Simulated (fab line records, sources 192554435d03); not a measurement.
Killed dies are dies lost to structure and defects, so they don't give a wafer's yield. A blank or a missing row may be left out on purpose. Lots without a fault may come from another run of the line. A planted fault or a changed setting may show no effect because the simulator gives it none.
Chamber matching | flow n5_finfet | N5_STI_FIN_REVEAL_STRIP_24 on rie_diel-01: 4 sister chambers
The step strips in N2/H2, time 90 s. 4 wafers are shown with their chamber, then 8 later ones without.

WAFERS WITH THEIR CHAMBER
wafer  | chamber | drypump_motor_current_A (A)
L509.3 | 1       | 5.0
L509.4 | 2       | 6.2
L509.6 | 0       | 4.7
L510.1 | 3       | 5.4

WAFERS WITHOUT THEIR CHAMBER
wafer  | drypump_motor_current_A (A)
L510.2 | 4.7
L510.5 | 5.0
L517.2 | 5.0
L517.3 | 5.4
L517.6 | 5.4
L520.2 | 5.1
L520.4 | 6.2
L520.5 | 4.7

WHICH CHAMBER EACH WENT THROUGH
wafer  | from the rows above | in truth
L510.2 | 0                   | 0
L510.5 | 1                   | 1
L517.2 | 1                   | 1
L517.3 | 3                   | 3
L517.6 | 3                   | 3
L520.2 | 1                   | 1
L520.4 | 2                   | 2
L520.5 | 0                   | 0
Placed correctly: 8 of 8. Can't be placed from these rows: 0. Placed wrongly: 0.
How it was worked out, from the rows above alone: a wafer's distance from a chamber is the root of the sum, over the readings, of the square of ((its reading less the chamber's mean) divided by the reading's scatter). The wafer belongs to the nearest chamber; if the next one is less than 2 further off, it can't be placed. A chamber's mean is the mean of its shown wafers. The scatter: with one shown wafer a chamber, the root of the mean of the squares of how far each hidden wafer lies from its nearest shown one.
